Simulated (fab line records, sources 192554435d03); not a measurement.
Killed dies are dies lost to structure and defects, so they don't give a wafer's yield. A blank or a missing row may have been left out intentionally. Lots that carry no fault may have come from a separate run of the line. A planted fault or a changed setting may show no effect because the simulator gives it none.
Matching of chambers / flow n5 finfet / N5_BEOL_M15_STRIP_36 on rie diel-05: 4 sister chambers
The step strips in O2. 8 wafers are shown with their chamber, then 7 later ones without.

EACH WAFER AND ITS CHAMBER
wafer=L898.3; chamber=2; drypump motor current A (A)=6.7; showerhead plenum p Torr (Torr)=2.07
wafer=L903.4; chamber=1; drypump motor current A (A)=5.7; showerhead plenum p Torr (Torr)=1.97
wafer=L903.6; chamber=0; drypump motor current A (A)=5.9; showerhead plenum p Torr (Torr)=2.13
wafer=L906.5; chamber=2; drypump motor current A (A)=6.7; showerhead plenum p Torr (Torr)=2.07
wafer=L906.6; chamber=1; drypump motor current A (A)=5.7; showerhead plenum p Torr (Torr)=1.97
wafer=L913.5; chamber=3; drypump motor current A (A)=5.2; showerhead plenum p Torr (Torr)=2.07
wafer=L914.1; chamber=0; drypump motor current A (A)=6.0; showerhead plenum p Torr (Torr)=2.12
wafer=L914.2; chamber=3; drypump motor current A (A)=5.2; showerhead plenum p Torr (Torr)=2.06

WAFERS WITH NO CHAMBER GIVEN
wafer=L914.3; drypump motor current A (A)=6.8; showerhead plenum p Torr (Torr)=2.06
wafer=L915.1; drypump motor current A (A)=5.9; showerhead plenum p Torr (Torr)=2.12
wafer=L915.2; drypump motor current A (A)=6.8; showerhead plenum p Torr (Torr)=2.06
wafer=L915.4; drypump motor current A (A)=5.9; showerhead plenum p Torr (Torr)=2.12
wafer=L919.2; drypump motor current A (A)=6.7; showerhead plenum p Torr (Torr)=2.06
wafer=L919.4; drypump motor current A (A)=5.2; showerhead plenum p Torr (Torr)=2.06
wafer=L919.6; drypump motor current A (A)=5.2; showerhead plenum p Torr (Torr)=2.06

CHAMBER TAKEN BY EACH
wafer=L914.3; from the rows above=2; in truth=2
wafer=L915.1; from the rows above=0; in truth=0
wafer=L915.2; from the rows above=2; in truth=2
wafer=L915.4; from the rows above=0; in truth=0
wafer=L919.2; from the rows above=2; in truth=2
wafer=L919.4; from the rows above=3; in truth=3
wafer=L919.6; from the rows above=3; in truth=3
Correct placement for 7 of the 7. Not placeable from these rows: 0. Placed wrongly: 0.
How it was worked out, from the rows above alone: a wafer's distance from a chamber is the root of the sum, over the readings, of the square of ((its reading less the chamber's mean) divided by the reading's scatter). If the next closest chamber is less than 2 further off than the closest, the wafer can't be placed; otherwise it belongs to the closest. A chamber's mean is the mean of its shown wafers. The scatter: take each reading less its chamber's mean, square it, sum over the shown wafers, divide by the number of wafers less the number of chambers, and take the root.
